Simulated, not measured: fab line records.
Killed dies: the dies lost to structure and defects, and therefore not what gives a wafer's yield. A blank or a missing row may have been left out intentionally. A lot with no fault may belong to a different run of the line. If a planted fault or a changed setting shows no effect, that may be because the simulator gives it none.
Matching of chambers :: flow nand-harc :: 4 sister chambers for NHARC_P_M0_ETCH_34 on rie-diel-03
The step etches the open film in N2/H2, target depth 40 nm, overetch 12 nm, time 43.94 s. 4 wafers are shown with their chamber, then 7 later ones without.

WAFERS PAIRED WITH THEIR CHAMBERS
wafer: L081.4
chamber: 2
showerhead-plenum-p-Torr (Torr): 2.08

wafer: L082.2
chamber: 0
showerhead-plenum-p-Torr (Torr): 1.90

wafer: L085.1
chamber: 1
showerhead-plenum-p-Torr (Torr): 2.08

wafer: L085.3
chamber: 3
showerhead-plenum-p-Torr (Torr): 1.90

WAFERS MISSING THEIR CHAMBER
wafer: L085.5
showerhead-plenum-p-Torr (Torr): 1.89

wafer: L095.1
showerhead-plenum-p-Torr (Torr): 2.07

wafer: L095.4
showerhead-plenum-p-Torr (Torr): 1.89

wafer: L095.5
showerhead-plenum-p-Torr (Torr): 1.89

wafer: L096.1
showerhead-plenum-p-Torr (Torr): 2.08

wafer: L096.2
showerhead-plenum-p-Torr (Torr): 1.89

wafer: L096.6
showerhead-plenum-p-Torr (Torr): 1.89

CHAMBER TAKEN BY EACH
wafer: L085.5
from the rows above: can't be placed: 0 or 3
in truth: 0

wafer: L095.1
from the rows above: can't be placed: 1 or 2
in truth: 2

wafer: L095.4
from the rows above: can't be placed: 0 or 3
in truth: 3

wafer: L095.5
from the rows above: can't be placed: 0 or 3
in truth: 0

wafer: L096.1
from the rows above: can't be placed: 1 or 2
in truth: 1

wafer: L096.2
from the rows above: can't be placed: 0 or 3
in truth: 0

wafer: L096.6
from the rows above: can't be placed: 0 or 3
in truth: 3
0 of 7 placed correctly. Cannot be placed on the basis of these rows: 7; the candidates contain the true chamber in 7. Placed wrongly: 0.
How it was worked out, from the rows above alone: a wafer's distance from a chamber is the root of the sum, over the readings, of the square of ((its reading less the chamber's mean) divided by the reading's scatter). If the next closest chamber is less than 2 further off than the closest, the wafer can't be placed; otherwise it belongs to the closest. The mean given for a chamber averages the wafers shown for that chamber. The scatter: root of mean squared gap, hidden wafer to nearest shown wafer, with one shown wafer a chamber.
